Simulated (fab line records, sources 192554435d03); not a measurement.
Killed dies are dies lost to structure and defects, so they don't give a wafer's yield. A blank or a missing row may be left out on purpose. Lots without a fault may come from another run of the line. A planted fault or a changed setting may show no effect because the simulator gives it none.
fab line records | flow n5_finfet
record lots=12 wafers=36 last_day=18
route steps=1938 shown SD_EPI_N@282 SD_EPI_P@306 ILD0@335 PASSIVATION@1936
lots that met no fault: from a run of the same line without faults
start_h: hours from the record's first day to the start of the lot's first wafer shown | wait_h: hours since the lot's step before | " the same as in the row above | L1.1+2: a row that stands for several wafers | - no value, or no start given | * or withheld: withheld | < > ~ a bound
route shown NAME@n: a module of which the file shows steps, and the number in the route of the first | usual: mean/standard deviation of fault-free wafers | same: alike in all rows | chamber/n: place in a boat | sites: the reading at each site | _std_site: their standard deviation | _edge_site: outer sites' mean less inner sites' | radius_mm: how far each site lies from the wafer's centre | mask NAME#n: copy n | behind: the tool/chamber that last shaped the wafer | hold: why the lot was held/for how many hours/how that ended | device: the transistor (n, p or np) that didn't switch | end of line: the same wafers' tests at the end of the route | a step without rows: its recipe alone | killed: dies lost to structure and defects at the first sort, not the wafer's yield | map: a wafer's dies, x killed, . not, _ none there
set.NAME: the setting as run; set.NAME@STEP: as run at that earlier step | model.NAME: the simulator's own value behind a step, which no gauge read
steps of the route over a sample of lots; a table a step, a row a wafer
services: from which hour (start_h, from the record's first day; less than 0 if before it) a tool's chamber was out of use, for how many hours, and why
## steps
# step N5_SD_EPI_N_STRIP_38
# recipe chemistry=N2/H2 power_w=1000 temp_c=250 h2_frac=0.65 overash_fraction=0.3 pressure_mtorr=withheld n2_flow_sccm=1750 h2_flow_sccm=3250
# usual drypump_motor_current_A=5.55/0.16 heater_power_w=342/26 oes_product_au=0.762/0.011
# columns lot.wafer tool chamber start_h wait_h drypump_motor_current_A heater_power_w oes_product_au rf_hours_counter_h
L242.1 plasma_asher-02 0 65.45 0.1 5.66 331 0.765 85
L242.4 " 1 " " 5.56 348 0.754 -
L242.6 " 1 " " 5.55 351 0.759 -
L246.1 plasma_asher-01 0 84.08 0.1 5.24 391 0.772 38
L246.2 " 1 " " 5.73 301 0.740 38
L246.3 " 1 " " 5.69 306 0.773 -
L247.2 plasma_asher-01 0 96.09 0.1 5.25 371 0.785 40
L247.4 " 0 " " 5.26 377 0.785 -
L247.6 " 1 " " 5.70 300 0.735 -
L248.2 plasma_asher-01 0 102.08 0.1 5.25 381 0.766 41
L248.3 " 1 " " 5.70 303 0.762 -
L248.6 " 0 " " 5.25 362 0.752 -
L253.1 plasma_asher-02 1 131.94 0.1 5.60 349 0.748 97
L253.2 " 0 " " 5.65 340 0.758 97
L253.3 " 1 " " 5.56 357 0.772 -
L256.2 plasma_asher-02 1 144.13 0.1 5.56 355 0.755 99
L256.3 " 1 " " 5.58 348 0.759 -
L256.5 " 0 " " 5.66 330 0.765 -
L257.3 plasma_asher-02 1 150.08 0.1 5.56 350 0.762 -
L257.4 " 0 " " 5.64 331 0.756 -
L257.6 " 0 " " 5.67 330 0.753 -
L258.2 plasma_asher-01 0 163.80 0.1 5.29 379 0.766 54
L258.4 " 0 " " 5.28 384 0.766 -
L258.6 " 0 " " 5.34 393 0.752 -
L260.1 plasma_asher-02 1 171.82 0.1 5.56 346 0.784 105
L260.2 " 0 " " 5.69 327 0.764 105
L260.3 " 1 " " 5.53 349 0.769 -
L261.3 plasma_asher-01 1 183.38 0.1 5.69 310 0.764 -
L261.5 " 0 " " 5.29 379 0.756 -
L261.6 " 1 " " 5.68 299 0.785 -
L262.2 plasma_asher-01 0 185.52 0.1 5.30 366 0.788 58
L262.3 " 1 " " 5.66 303 0.772 -
L262.5 " 0 " " 5.27 374 0.764 -
L263.2 plasma_asher-02 0 188.10 0.1 5.67 335 0.759 108
L263.4 " 1 " " 5.58 349 0.758 -
L263.5 " 1 " " 5.57 340 0.758 -
# step N5_SD_EPI_P_DESCUM_14
# recipe chemistry=O2 time_s=7.9 source_power_w=50 bias_power_w=20 pressure_mtorr=20 rf_frequency_hz=2.712e+07 temp_c=40 resist=CAR-ArF-block o2_flow_sccm=225
# usual chamber_pressure_mTorr=20.002/0.018 drypump_motor_current_A=5.9/0.45 oes_product_au=0.76/0.06 rf_vpp_V=243.2/1.5 showerhead_plenum_p_Torr=2.08/0.089 throttle_valve_pct=20.4/0.37
# columns lot.wafer tool chamber start_h wait_h chamber_pressure_mTorr drypump_motor_current_A oes_product_au rf_hours_counter_h rf_vpp_V showerhead_plenum_p_Torr throttle_valve_pct
L242.1 rie_diel-06 1 70.71 0.0 20.007 6.5 0.97 2 246.3 2.21 20.1
L242.4 " 2 " " 19.986 5.7 0.73 211 242.9 2.06 20.9
L242.6 " 1 " " 20.020 6.4 0.98 - 245.2 2.21 20.1
L246.1 rie_diel-01 0 89.75 0.0 19.988 5.5 0.71 196 243.3 2.08 20.7
L246.2 " 1 " " 19.956 5.5 0.71 223 244.2 2.13 20.6
L246.3 " 3 " " 19.977 5.4 0.80 110 243.4 2.10 20.7
L247.2 rie_diel-06 0 100.00 0.0 20.038 6.5 0.77 161 242.9 2.01 20.1
L247.4 " 1 " " 19.982 6.5 0.93 12 244.6 2.20 20.1
L247.6 " 1 " " 20.022 6.5 0.94 - 244.7 2.20 20.1
L248.2 rie_diel-03 2 105.89 0.2 19.997 6.2 0.71 177 245.0 2.14 20.3
L248.3 " 1 " " 20.011 6.8 0.70 179 243.3 2.01 20.8
L248.6 " 2 " " 20.000 6.2 0.72 - 245.3 2.14 20.3
L253.1 rie_diel-06 1 136.34 0.0 20.001 6.5 0.91 23 244.4 2.20 20.1
L253.2 " 3 " " 20.019 5.9 0.79 113 240.7 1.93 20.0
L253.3 " 0 " " 20.000 6.6 0.76 171 241.8 2.00 20.2
L256.2 rie_diel-01 1 149.43 0.0 20.010 5.5 0.70 242 243.2 2.12 20.6
L256.3 " 0 " " 20.016 5.5 0.70 211 242.8 2.08 20.7
L256.5 " 0 " " 19.971 5.5 0.70 - 243.3 2.08 20.7
L257.3 rie_diel-03 2 154.01 0.3 19.994 6.2 0.71 189 243.3 2.13 20.3
L257.4 " 0 " " 20.022 5.7 0.78 - 246.2 2.19 20.9
L257.6 " 2 " " 20.004 6.2 0.71 - 244.0 2.13 20.3
L258.2 rie_diel-01 2 167.76 0.3 19.996 5.5 0.74 179 244.4 2.20 20.7
L258.4 " 2 " " 20.038 5.4 0.73 - 245.1 2.20 20.7
L258.6 " 0 " " 20.008 5.5 0.70 - 243.9 2.07 20.7
L260.1 rie_diel-06 1 175.47 0.0 20.011 6.5 0.89 33 244.2 2.20 20.1
L260.2 " 3 " " 20.024 5.9 0.78 124 241.2 1.92 20.0
L260.3 " 0 " " 19.984 6.5 0.75 182 241.7 2.00 20.2
L261.3 rie_diel-03 0 187.38 0.0 20.006 5.7 0.75 158 244.0 2.18 20.9
L261.5 " 3 " " 20.016 5.8 0.78 - 242.6 1.99 19.9
L261.6 " 0 " " 20.010 5.7 0.75 - 244.7 2.18 20.9
L262.2 rie_diel-06 2 189.78 0.0 19.989 5.6 0.71 247 243.3 2.05 20.9
L262.3 " 0 " " 20.003 6.5 0.75 186 242.5 2.00 20.2
L262.5 " 3 " " 20.008 5.9 0.78 - 241.9 1.92 20.0
L263.2 rie_diel-01 0 191.76 0.0 19.968 5.5 0.69 226 243.7 2.07 20.7
L263.4 " 0 " " 19.980 5.5 0.69 - 243.1 2.07 20.7
L263.5 " 2 " " 19.987 5.4 0.73 - 245.2 2.20 20.7
# step N5_SD_EPI_P_VAPOR_ETCH_44
# recipe chemistry=NF3/Ar target=SiGe30 temp_c=25 time_s=3.3 mode=isotropic
# usual susceptor_temp_C=25.02/0.11
# columns lot.wafer tool chamber start_h wait_h susceptor_temp_C
L242.1 epi_rpcvd-02 0 71.88 0.1 24.95
L242.4 " 0 " " 24.83
L242.6 " 0 " " 24.88
L246.1 epi_rpcvd-01 0 90.94 0.1 24.81
L246.2 " 0 " " 24.99
L246.3 " 0 " " 25.00
L246.1 epi_rpcvd-01 0 91.29 0.3 25.06
L246.2 " 0 " " 25.10
L246.3 " 0 " " 25.06
L247.2 epi_rpcvd-02 0 101.30 0.1 25.14
L247.4 " 0 " " 25.19
L247.6 " 0 " " 25.00
L247.2 epi_rpcvd-02 0 101.64 0.3 24.90
L247.4 " 0 " " 25.02
L247.6 " 0 " " 24.99
L248.2 epi_rpcvd-02 0 107.09 0.1 25.01
L248.3 " 0 " " 24.96
L248.6 " 0 " " 25.02
L253.1 epi_rpcvd-02 0 137.58 0.2 25.03
L253.2 " 0 " " 25.09
L253.3 " 0 " " 25.02
L256.2 epi_rpcvd-04 0 150.63 0.1 25.08
L256.3 " 0 " " 25.16
L256.5 " 0 " " 25.10
L257.3 epi_rpcvd-02 0 155.32 0.2 25.00
L257.4 " 0 " " 24.97
L257.6 " 0 " " 24.82
L258.2 epi_rpcvd-02 0 168.97 0.1 25.03
L258.4 " 0 " " 25.22
L258.6 " 0 " " 25.06
L260.1 epi_rpcvd-01 0 176.65 0.1 25.07
L260.2 " 0 " " 25.11
L260.3 " 0 " " 24.93
L261.3 epi_rpcvd-01 0 188.61 0.1 25.05
L261.5 " 0 " " 25.23
L261.6 " 0 " " 25.14
L262.2 epi_rpcvd-02 0 191.15 0.3 25.01
L262.3 " 0 " " 25.07
L262.5 " 0 " " 25.06
L263.2 epi_rpcvd-01 0 193.04 0.2 25.01
L263.4 " 0 " " 24.92
L263.5 " 0 " " 25.07
# step N5_ILD0_LINER_00
# recipe material=SiNx target_thk_a=40 temp_c=400 ald_precursor_family=SiH2I2 ald_co_reactant=N2/H2-plasma pulse_time_s=1 purge_time_s=2 co_reactant_purge_time_s=2 ald_cycles=80 pressure_torr=2
# usual heater_power_w=836/61 precursor_pulse_height_rel=1.002/0.021 susceptor_temp_C=399.99/0.23
# same purge_time_s=2
# columns lot.wafer tool chamber start_h wait_h heater_power_w precursor_pulse_height_rel susceptor_temp_C
L242.1 ald_sin-02 1 75.22 0.0 886 0.970 400.15
L242.4 " 0 " " 853 0.980 399.92
L242.6 " 3 " " 783 0.993 400.03
L246.1 ald_sin-04 2 94.65 0.0 767 0.995 400.04
L246.2 " 0 " " 812 1.020 399.98
L246.3 " 3 " " 914 1.010 399.88
L247.2 ald_sin-03 2 105.16 0.2 912 0.991 400.05
L247.4 " 0 " " 876 1.015 399.59
L247.6 " 2 " " 882 0.973 399.86
L248.2 ald_sin-02 2 110.55 0.2 790 1.008 400.24
L248.3 " 3 " " 784 1.059 400.10
L248.6 " 3 " " 760 1.020 399.95
L253.1 ald_sin-04 2 141.90 0.2 758 0.971 399.80
L253.2 " 0 " " 839 0.969 400.17
L253.3 " 3 " " 910 0.977 399.81
L256.2 ald_sin-04 1 153.94 0.0 816 1.044 400.36
L256.3 " 3 " " 892 1.026 400.16
L256.5 " 2 " " 769 1.022 400.23
L257.3 ald_sin-04 0 159.37 0.0 809 1.022 399.92
L257.4 " 2 " " 788 1.013 400.07
L257.6 " 1 " " 804 1.015 400.02
L258.2 ald_sin-03 2 172.48 0.2 889 0.999 399.78
L258.4 " 1 " " 734 0.987 399.88
L258.6 " 3 " " 943 1.003 400.10
L260.1 ald_sin-03 0 180.00 0.0 892 1.003 400.16
L260.2 " 2 " " 893 0.970 400.23
L260.3 " 3 " " 940 1.029 400.03
L261.3 ald_sin-03 3 191.88 0.0 920 0.972 400.13
L261.5 " 0 " " 881 0.996 399.64
L261.6 " 1 " " 732 0.976 399.85
L262.2 ald_sin-04 2 196.57 0.1 816 0.987 400.48
L262.3 " 3 " " 875 0.998 399.95
L262.5 " 2 " " 798 1.021 400.34
L263.2 ald_sin-04 2 197.60 0.5 791 0.974 400.10
L263.4 " 3 " " 894 0.958 400.11
L263.5 " 0 " " 803 0.980 399.73
# step N5_PASSIVATION_PROBE_49
# usual killed_at_M0_to_M3=34/11 killed_at_M4_up=13/5.2 killed_at_contacts=13/6.3 killed_at_front_end=40/14 killed_at_other=3.2/2.4 killed_dies=104/19 killed_open=69/14 killed_short=32/7.5
# same gross_dies=1180 killed_at_back_side=0
# columns lot.wafer tool chamber start_h wait_h killed_at_M0_to_M3 killed_at_M4_up killed_at_contacts killed_at_front_end killed_at_other killed_dies killed_open killed_short
L242.1 prober-02 - 264.15 0.0 26 19 12 38 0 95 64 28
L242.4 prober-02 - 264.30 0.2 20 12 22 50 3 107 81 26
L242.6 prober-02 - 264.40 0.3 16 18 13 26 3 76 53 20
L246.1 prober-01 - 314.94 0.0 41 11 12 37 12 113 70 32
L246.2 prober-01 - 314.99 0.1 27 13 13 22 3 78 50 25
L246.3 prober-01 - 315.04 0.1 40 13 17 28 5 103 65 36
L248.2 prober-02 - 315.64 0.1 25 9 16 54 1 105 74 30
L248.3 prober-02 - 315.69 0.1 37 14 6 32 5 94 66 28
L248.6 prober-02 - 315.84 0.3 41 5 7 31 7 91 66 23
L253.1 prober-02 - 349.72 0.0 26 15 14 25 3 83 58 23
L253.2 prober-02 - 349.77 0.1 40 25 18 31 5 119 79 37
L253.3 prober-02 - 349.82 0.1 28 12 26 30 13 109 82 26
L257.3 prober-01 - 369.46 0.1 28 17 16 39 2 102 62 37
L257.4 prober-01 - 369.51 0.2 40 23 15 24 0 102 67 29
L257.6 prober-01 - 369.61 0.3 39 15 16 32 5 107 61 40
L256.2 prober-01 - 385.02 0.1 38 16 15 49 1 119 80 38
L256.3 prober-01 - 385.07 0.1 68 9 15 45 3 140 89 51
L256.5 prober-01 - 385.17 0.2 51 20 9 48 2 130 79 47
L258.2 prober-01 - 393.39 0.1 47 13 27 48 3 138 90 44
L258.4 prober-01 - 393.49 0.2 21 12 18 31 3 85 49 27
L258.6 prober-01 - 393.59 0.3 20 10 17 21 1 69 50 18
L260.1 prober-02 - 400.46 0.0 24 7 23 43 1 98 60 37
L260.2 prober-02 - 400.51 0.1 49 11 8 38 1 107 69 33
L260.3 prober-02 - 400.56 0.1 38 21 21 39 1 120 88 32
L261.3 prober-02 - 406.53 0.1 29 18 4 58 6 115 73 36
L261.5 prober-02 - 406.63 0.2 30 12 3 27 0 72 43 29
L261.6 prober-02 - 406.68 0.3 30 5 13 41 4 93 59 34
L263.2 prober-01 - 421.60 0.1 52 8 5 80 2 147 99 46
L263.4 prober-01 - 421.70 0.2 49 13 13 32 1 108 70 37
L263.5 prober-01 - 421.75 0.2 26 10 9 50 5 100 71 28
L262.2 prober-02 - 421.61 0.1 25 18 16 34 3 96 69 24
L262.3 prober-02 - 421.66 0.1 26 22 8 51 0 107 73 31
L262.5 prober-02 - 421.76 0.2 32 19 2 59 0 112 69 40
# killed by level:class
L242.1 MOL_CONTACT_COAG:geometric_particle:open=11 FIN_SAQP:geometric_particle:short=9 FIN_SAQP:geometric_particle:open=7 DUMMY_GATE:geometric_particle:open=5 BEOL_M0_SAQP:geometric_particle:open=5 BEOL_M2:geometric_particle:open=5 BEOL_M4:geometric_particle:open=5 BEOL_M0:geometric_particle:open=4
L242.4 MOL_CONTACT_COAG:geometric_particle:open=18 FIN_SAQP:geometric_particle:open=12 BEOL_M2:geometric_particle:open=10 FIN_SAQP:geometric_particle:short=8 STI_FIN_REVEAL:geometric_particle:open=6 DUMMY_GATE:geometric_particle:open=5 STARTING-WAFER:geometric_particle:open=5 MOL_CONTACT_COAG:geometric_particle:short=4
L242.6 MOL_CONTACT_COAG:geometric_particle:open=11 BEOL_M4:geometric_particle:open=8 FIN_SAQP:geometric_particle:open=7 BEOL_M2:geometric_particle:open=7 STI_FIN_REVEAL:geometric_particle:open=6 BEOL_M5:geometric_particle:open=4 DUMMY_GATE:geometric_particle:short=3 BEOL_M0_SAQP:geometric_particle:short=3
L246.1 STI_FIN_REVEAL:geometric_particle:open=10 MOL_CONTACT_COAG:geometric_particle:open=10 BEOL_M0_SAQP:geometric_particle:open=9 BEOL_M3:geometric_particle:open=9 BEOL_M2:geometric_particle:open=8 FIN_SAQP:geometric_particle:open=6 BEOL_M0_SAQP:geometric_particle:short=5 HKMG_FIN:area_etch=5
L246.2 MOL_CONTACT_COAG:geometric_particle:open=10 BEOL_M2:geometric_particle:open=9 FIN_SAQP:geometric_particle:open=7 BEOL_M4:geometric_particle:short=6 BEOL_M0_SAQP:geometric_particle:open=4 DUMMY_GATE:geometric_particle:open=3 GATE_CUT:geometric_particle:open=3 MOL_CONTACT_COAG:geometric_particle:short=3
L246.3 MOL_CONTACT_COAG:geometric_particle:open=14 BEOL_M0_SAQP:geometric_particle:short=13 STI_FIN_REVEAL:geometric_particle:open=8 BEOL_M2:geometric_particle:open=7 BEOL_M0_SAQP:geometric_particle:open=6 BEOL_M3:geometric_particle:open=5 BEOL_M5:geometric_particle:open=5 GATE_CUT:geometric_particle:short=4
L248.2 MOL_CONTACT_COAG:geometric_particle:open=14 FIN_SAQP:geometric_particle:open=13 FIN_SAQP:geometric_particle:short=10 STI_FIN_REVEAL:geometric_particle:open=6 BEOL_M0:geometric_particle:open=6 ILD0:geometric_particle:short=5 GATE_CUT:geometric_particle:short=5 BEOL_M3:geometric_particle:open=5
L248.3 BEOL_M2:geometric_particle:open=12 BEOL_M4:geometric_particle:open=10 DUMMY_GATE:geometric_particle:open=5 GATE_CUT:geometric_particle:short=5 GATE_CUT:geometric_particle:open=5 MOL_CONTACT_COAG:geometric_particle:open=5 BEOL_M0_SAQP:geometric_particle:short=5 BEOL_M0:geometric_particle:open=5
L248.6 BEOL_M1:geometric_particle:open=14 FIN_SAQP:geometric_particle:open=10 BEOL_M0_SAQP:geometric_particle:open=7 BEOL_M2:geometric_particle:open=6 FIN_SAQP:geometric_particle:short=5 DUMMY_GATE:geometric_particle:open=4 MOL_CONTACT_COAG:geometric_particle:open=4 BEOL_M0:geometric_particle:open=4
L253.1 MOL_CONTACT_COAG:geometric_particle:open=11 BEOL_M4:geometric_particle:open=9 BEOL_M2:geometric_particle:open=8 BEOL_M3:geometric_particle:open=7 FIN_SAQP:geometric_particle:open=5 STARTING-WAFER:geometric_particle:short=4 STARTING-WAFER:geometric_particle:open=4 FIN_SAQP:geometric_particle:short=3
L253.2 BEOL_M4:geometric_particle:open=14 MOL_CONTACT_COAG:geometric_particle:open=13 BEOL_M2:geometric_particle:open=11 BEOL_M0:geometric_particle:open=6 GATE_CUT:geometric_particle:open=5 MOL_CONTACT_COAG:geometric_particle:short=5 BEOL_M0_SAQP:geometric_particle:open=5 BEOL_M1:geometric_particle:open=5
L253.3 MOL_CONTACT_COAG:geometric_particle:open=23 FIN_SAQP:geometric_particle:open=9 BEOL_M4:geometric_particle:open=8 BEOL_M1:geometric_particle:open=6 BEOL_M0_SAQP:geometric_particle:open=6 BEOL_M3:geometric_particle:open=6 PASS1_CAP:geometric_particle:short=6 FIN_SAQP:geometric_particle:short=4
L257.3 MOL_CONTACT_COAG:geometric_particle:open=12 BEOL_M4:geometric_particle:open=8 FIN_SAQP:geometric_particle:short=7 GATE_CUT:geometric_particle:short=7 DUMMY_GATE:geometric_particle:open=6 BEOL_M1:geometric_particle:open=6 BEOL_M5:geometric_particle:open=6 STI_FIN_REVEAL:geometric_particle:open=5
L257.4 BEOL_M2:geometric_particle:open=12 BEOL_M4:geometric_particle:open=11 MOL_CONTACT_COAG:geometric_particle:short=8 BEOL_M3:geometric_particle:open=8 FIN_SAQP:geometric_particle:open=6 MOL_CONTACT_COAG:geometric_particle:open=5 BEOL_M0_SAQP:geometric_particle:open=5 FIN_SAQP:geometric_particle:short=4
L257.6 MOL_CONTACT_COAG:geometric_particle:open=10 STI_FIN_REVEAL:geometric_particle:open=10 BEOL_M0_SAQP:geometric_particle:open=9 BEOL_M0_SAQP:geometric_particle:short=9 BEOL_M2:geometric_particle:short=8 MOL_CONTACT_COAG:geometric_particle:short=6 BEOL_M2:geometric_particle:open=6 GATE_CUT:geometric_particle:short=4
L256.2 BEOL_M0_SAQP:geometric_particle:open=15 FIN_SAQP:geometric_particle:open=14 MOL_CONTACT_COAG:geometric_particle:open=10 GATE_CUT:geometric_particle:short=9 BEOL_M0_SAQP:geometric_particle:short=9 BEOL_M4:geometric_particle:open=9 DUMMY_GATE:geometric_particle:open=8 FIN_SAQP:geometric_particle:short=5
L256.3 BEOL_M0_SAQP:geometric_particle:short=16 BEOL_M2:geometric_particle:open=14 FIN_SAQP:geometric_particle:open=13 BEOL_M0_SAQP:geometric_particle:open=12 BEOL_M1:geometric_particle:open=11 BEOL_M3:geometric_particle:open=11 FIN_SAQP:geometric_particle:short=9 MOL_CONTACT_COAG:geometric_particle:short=8
L256.5 FIN_SAQP:geometric_particle:open=14 BEOL_M3:geometric_particle:open=12 BEOL_M0_SAQP:geometric_particle:open=11 FIN_SAQP:geometric_particle:short=10 BEOL_M4:geometric_particle:open=9 BEOL_M0_SAQP:geometric_particle:short=8 MOL_CONTACT_COAG:geometric_particle:short=6 DUMMY_GATE:geometric_particle:open=5
L258.2 MOL_CONTACT_COAG:geometric_particle:open=20 FIN_SAQP:geometric_particle:short=13 BEOL_M3:geometric_particle:open=11 FIN_SAQP:geometric_particle:open=8 STI_FIN_REVEAL:geometric_particle:open=7 MOL_CONTACT_COAG:geometric_particle:short=7 BEOL_M0_SAQP:geometric_particle:short=7 BEOL_M0_SAQP:geometric_particle:open=6
L258.4 MOL_CONTACT_COAG:geometric_particle:open=15 HKMG_FIN:area_etch=6 BEOL_M4:geometric_particle:open=5 DUMMY_GATE:geometric_particle:open=4 BEOL_M2:geometric_particle:short=4 BEOL_M3:geometric_particle:open=4 STI_FIN_REVEAL:geometric_particle:open=3 SDB:geometric_particle:short=3
L258.6 MOL_CONTACT_COAG:geometric_particle:open=13 BEOL_M1:geometric_particle:open=8 STI_FIN_REVEAL:geometric_particle:open=4 MOL_CONTACT_COAG:geometric_particle:short=4 BEOL_M0_SAQP:geometric_particle:open=4 FIN_SAQP:geometric_particle:open=3 GATE_CUT:geometric_particle:short=3 BEOL_M4:geometric_particle:open=3
L260.1 MOL_CONTACT_COAG:geometric_particle:open=15 FIN_SAQP:geometric_particle:short=14 MOL_CONTACT_COAG:geometric_particle:short=8 STI_FIN_REVEAL:geometric_particle:open=7 FIN_SAQP:geometric_particle:open=6 BEOL_M2:geometric_particle:open=6 BEOL_M3:geometric_particle:open=5 BEOL_M0_SAQP:geometric_particle:open=5
L260.2 BEOL_M2:geometric_particle:open=18 BEOL_M0_SAQP:geometric_particle:short=10 BEOL_M1:geometric_particle:open=8 STI_FIN_REVEAL:geometric_particle:open=6 DUMMY_GATE:geometric_particle:open=6 MOL_CONTACT_COAG:geometric_particle:open=6 BEOL_M0:geometric_particle:open=6 FIN_SAQP:geometric_particle:short=5
L260.3 MOL_CONTACT_COAG:geometric_particle:open=16 BEOL_M2:geometric_particle:open=14 FIN_SAQP:geometric_particle:short=9 BEOL_M1:geometric_particle:open=9 STI_FIN_REVEAL:geometric_particle:open=8 FIN_SAQP:geometric_particle:open=7 DUMMY_GATE:geometric_particle:open=6 MOL_CONTACT_COAG:geometric_particle:short=5
L261.3 FIN_SAQP:geometric_particle:open=15 DUMMY_GATE:geometric_particle:open=12 BEOL_M3:geometric_particle:open=11 FIN_SAQP:geometric_particle:short=9 GATE_CUT:geometric_particle:short=6 MOL_CONTACT_COAG:geometric_particle:open=4 BEOL_M0_SAQP:geometric_particle:short=4 BEOL_M0_SAQP:geometric_particle:open=4
L261.5 BEOL_M3:geometric_particle:open=10 FIN_SAQP:geometric_particle:short=9 BEOL_M3:geometric_particle:short=6 FIN_SAQP:geometric_particle:open=5 BEOL_M0_SAQP:geometric_particle:short=5 STARTING-WAFER:geometric_particle:open=5 BEOL_M1:geometric_particle:open=4 MOL_CONTACT_COAG:geometric_particle:open=3
L261.6 MOL_CONTACT_COAG:geometric_particle:open=13 FIN_SAQP:geometric_particle:open=11 FIN_SAQP:geometric_particle:short=10 BEOL_M3:geometric_particle:open=7 GATE_CUT:geometric_particle:short=5 DUMMY_GATE:geometric_particle:open=4 BEOL_M1:geometric_particle:open=4 BEOL_M2:geometric_particle:open=4
L263.2 FIN_SAQP:geometric_particle:open=36 BEOL_M0_SAQP:geometric_particle:short=17 BEOL_M0_SAQP:geometric_particle:open=16 STI_FIN_REVEAL:geometric_particle:open=14 FIN_SAQP:geometric_particle:short=13 BEOL_M1:geometric_particle:open=13 GATE_CUT:geometric_particle:short=4 MOL_CONTACT_COAG:geometric_particle:open=4
L262.2 MOL_CONTACT_COAG:geometric_particle:open=14 STI_FIN_REVEAL:geometric_particle:open=12 BEOL_M4:geometric_particle:open=7 BEOL_M0_SAQP:geometric_particle:short=6 FIN_SAQP:geometric_particle:open=5 BEOL_M0_SAQP:geometric_particle:open=5 GATE_CUT:geometric_particle:open=4 BEOL_M0:geometric_particle:open=4
L262.3 FIN_SAQP:geometric_particle:open=23 BEOL_M4:geometric_particle:open=9 STI_FIN_REVEAL:geometric_particle:open=6 MOL_CONTACT_COAG:geometric_particle:open=6 BEOL_M0_SAQP:geometric_particle:short=5 BEOL_M0_SAQP:geometric_particle:open=5 BEOL_M1:geometric_particle:open=4 BEOL_M4:geometric_particle:short=4
L263.4 BEOL_M0_SAQP:geometric_particle:open=13 BEOL_M0_SAQP:geometric_particle:short=12 FIN_SAQP:geometric_particle:open=10 MOL_CONTACT_COAG:geometric_particle:open=10 BEOL_M1:geometric_particle:open=7 BEOL_M4:geometric_particle:open=6 FIN_SAQP:geometric_particle:short=5 BEOL_M0:geometric_particle:open=5
L263.5 FIN_SAQP:geometric_particle:short=13 FIN_SAQP:geometric_particle:open=12 STI_FIN_REVEAL:geometric_particle:open=10 BEOL_M0_SAQP:geometric_particle:open=8 MOL_CONTACT_COAG:geometric_particle:open=8 BEOL_M4:geometric_particle:open=5 BEOL_M0_SAQP:geometric_particle:short=4 BEOL_M0:geometric_particle:open=4
L262.5 FIN_SAQP:geometric_particle:open=15 STI_FIN_REVEAL:geometric_particle:open=14 FIN_SAQP:geometric_particle:short=11 BEOL_M0_SAQP:geometric_particle:open=9 BEOL_M4:geometric_particle:open=9 BEOL_M0_SAQP:geometric_particle:short=4 GATE_CUT:geometric_particle:open=4 GATE_CUT:geometric_particle:short=4
## services
# columns tool chamber start_h hours kind
ald_sin-02 - 75.70 0.6 repair
ald_sin-04 - 79.54 14.6 pm
rie_diel-01 0 90.51 8.2 repair
rie_diel-06 0 92.45 4.8 repair
plasma_asher-02 - 95.35 2.5 repair
ald_sin-04 - 95.57 0.2 repair
ald_sin-04 3 103.49 7.6 repair
ald_sin-02 0 109.50 4.8 repair
rie_diel-01 2 127.11 6.6 repair
rie_diel-03 2 140.26 5.8 repair
rie_diel-06 1 154.34 5.2 repair
rie_diel-01 1 176.55 - clean
rie_diel-01 1 176.55 - consumable_replace:focus_ring
rie_diel-01 1 176.55 15.4 scheduled_down
ald_sin-04 - 176.75 14.0 pm
ald_sin-04 0 176.75 14.0 vent_cycle
ald_sin-04 1 176.75 14.0 vent_cycle
ald_sin-04 2 176.75 14.0 vent_cycle
ald_sin-04 3 176.75 14.0 vent_cycle
ald_sin-04 0 190.75 - clean
ald_sin-04 1 190.75 - clean
ald_sin-04 2 190.75 - clean
ald_sin-04 3 190.75 - clean
ald_sin-04 1 192.98 15.2 repair
## key
first_sign step=N5_SD_EPI_P_VAPOR_ETCH_44 reading=visit direction=added
effect none on later readings
met_at N5_SD_EPI_P_VAPOR_ETCH_44
struck_lots L246,L247
rows_end L247.2,L247.4,L247.6
tester_left_out L246
not_acting_at N5_SD_EPI_N_STRIP_38,N5_SD_EPI_P_DESCUM_14,N5_ILD0_LINER_00
fault kind=repeated_step_whole tool=epi_rpcvd-01,epi_rpcvd-02,epi_rpcvd-04 chamber=- onset_h=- steps=N5_SD_EPI_P_VAPOR_ETCH_44 times=1 scope=struck_lots_only
# tester_left_out: of these lots the tester's yield and bins aren't shown, on N5 and GAA mostly nor the transistor test; their killed dies are dies lost to structure and defects alone, not to doping, threshold or leakage, so they don't give the yield
# rows_end: these wafers met a further fault down the route, and their rows from its step on are left out
